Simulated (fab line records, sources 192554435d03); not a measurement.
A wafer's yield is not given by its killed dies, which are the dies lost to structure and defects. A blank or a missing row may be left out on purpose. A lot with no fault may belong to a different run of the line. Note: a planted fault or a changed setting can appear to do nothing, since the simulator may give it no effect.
Chamber matching / flow n5_finfet / N5_BEOL_M0_CO_CAP_123 on cvd_co-02: 3 sister chambers
The step material Co, precursor CCTBA/H2, target thk 2 nm, time 102.1 s. 33 wafers are shown with their chamber, then 12 later ones without.

## WAFERS, EACH WITH ITS CHAMBER
wafer=L075.1; chamber=0; heater_power_w (W)=231; heater_power_outer_w (W)=116
wafer=L075.2; chamber=2; heater_power_w (W)=267; heater_power_outer_w (W)=127
wafer=L075.3; chamber=0; heater_power_w (W)=232; heater_power_outer_w (W)=115
wafer=L076.1; chamber=0; heater_power_w (W)=230; heater_power_outer_w (W)=117
wafer=L076.2; chamber=2; heater_power_w (W)=266; heater_power_outer_w (W)=124
wafer=L076.5; chamber=2; heater_power_w (W)=276; heater_power_outer_w (W)=130
wafer=L077.3; chamber=1; heater_power_w (W)=234; heater_power_outer_w (W)=111
wafer=L077.4; chamber=1; heater_power_w (W)=233; heater_power_outer_w (W)=110
wafer=L077.6; chamber=2; heater_power_w (W)=268; heater_power_outer_w (W)=126
wafer=L078.4; chamber=0; heater_power_w (W)=230; heater_power_outer_w (W)=118
wafer=L078.5; chamber=1; heater_power_w (W)=230; heater_power_outer_w (W)=112
wafer=L078.6; chamber=2; heater_power_w (W)=277; heater_power_outer_w (W)=125
wafer=L079.2; chamber=2; heater_power_w (W)=274; heater_power_outer_w (W)=126
wafer=L079.3; chamber=0; heater_power_w (W)=229; heater_power_outer_w (W)=116
wafer=L079.6; chamber=2; heater_power_w (W)=270; heater_power_outer_w (W)=125
wafer=L080.1; chamber=2; heater_power_w (W)=271; heater_power_outer_w (W)=129
wafer=L080.3; chamber=0; heater_power_w (W)=227; heater_power_outer_w (W)=120
wafer=L080.4; chamber=0; heater_power_w (W)=233; heater_power_outer_w (W)=115
wafer=L081.1; chamber=0; heater_power_w (W)=232; heater_power_outer_w (W)=119
wafer=L081.2; chamber=1; heater_power_w (W)=229; heater_power_outer_w (W)=113
wafer=L081.6; chamber=1; heater_power_w (W)=237; heater_power_outer_w (W)=111
wafer=L083.3; chamber=2; heater_power_w (W)=256; heater_power_outer_w (W)=127
wafer=L083.4; chamber=0; heater_power_w (W)=235; heater_power_outer_w (W)=119
wafer=L083.5; chamber=2; heater_power_w (W)=269; heater_power_outer_w (W)=130
wafer=L085.2; chamber=0; heater_power_w (W)=227; heater_power_outer_w (W)=119
wafer=L085.4; chamber=2; heater_power_w (W)=272; heater_power_outer_w (W)=127
wafer=L085.5; chamber=0; heater_power_w (W)=237; heater_power_outer_w (W)=118
wafer=L086.2; chamber=1; heater_power_w (W)=229; heater_power_outer_w (W)=115
wafer=L086.3; chamber=0; heater_power_w (W)=232; heater_power_outer_w (W)=116
wafer=L086.6; chamber=2; heater_power_w (W)=272; heater_power_outer_w (W)=128
wafer=L089.2; chamber=1; heater_power_w (W)=244; heater_power_outer_w (W)=112
wafer=L089.3; chamber=2; heater_power_w (W)=264; heater_power_outer_w (W)=128
wafer=L089.6; chamber=0; heater_power_w (W)=234; heater_power_outer_w (W)=117

SIGNATURES (means of the wafers above)
reading=heater_power_w; chamber 0=231.46; chamber 1=233.71; chamber 2=269.38; scatter within a chamber=4.64
reading=heater_power_outer_w; chamber 0=117.31; chamber 1=112.00; chamber 2=127.08; scatter within a chamber=1.75
Rule: for a wafer and a chamber, the distance is found by dividing, reading by reading, the gap between the wafer's reading and the chamber's mean by the reading's scatter, squaring, summing and taking the root. The wafer belongs to the nearest chamber; if the next one is less than 2 further off, it can't be placed. The scatter: take each reading less its chamber's mean, square it, sum over the shown wafers, divide by the number of wafers less the number of chambers, and take the root.

## WAFERS MISSING THEIR CHAMBER
wafer=L090.2; heater_power_w (W)=266; heater_power_outer_w (W)=127
wafer=L090.3; heater_power_w (W)=232; heater_power_outer_w (W)=113
wafer=L090.5; heater_power_w (W)=239; heater_power_outer_w (W)=112
wafer=L091.1; heater_power_w (W)=269; heater_power_outer_w (W)=130
wafer=L091.4; heater_power_w (W)=233; heater_power_outer_w (W)=111
wafer=L091.5; heater_power_w (W)=266; heater_power_outer_w (W)=130
wafer=L092.1; heater_power_w (W)=264; heater_power_outer_w (W)=129
wafer=L092.2; heater_power_w (W)=224; heater_power_outer_w (W)=115
wafer=L092.3; heater_power_w (W)=234; heater_power_outer_w (W)=112
wafer=L093.3; heater_power_w (W)=234; heater_power_outer_w (W)=118
wafer=L093.5; heater_power_w (W)=268; heater_power_outer_w (W)=126
wafer=L093.6; heater_power_w (W)=231; heater_power_outer_w (W)=116

## CHAMBER TAKEN BY EACH
wafer=L090.2; from the rows above=2; in truth=2
wafer=L090.3; from the rows above=can't be placed: 1 or 0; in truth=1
wafer=L090.5; from the rows above=1; in truth=1
wafer=L091.1; from the rows above=2; in truth=2
wafer=L091.4; from the rows above=1; in truth=1
wafer=L091.5; from the rows above=2; in truth=2
wafer=L092.1; from the rows above=2; in truth=2
wafer=L092.2; from the rows above=can't be placed: 0 or 1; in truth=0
wafer=L092.3; from the rows above=1; in truth=1
wafer=L093.3; from the rows above=0; in truth=0
wafer=L093.5; from the rows above=2; in truth=2
wafer=L093.6; from the rows above=can't be placed: 0 or 1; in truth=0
9 of 12 placed correctly. Can't be placed from these rows: 3 (the true chamber is among the candidates in 3). Number placed wrongly: 0.
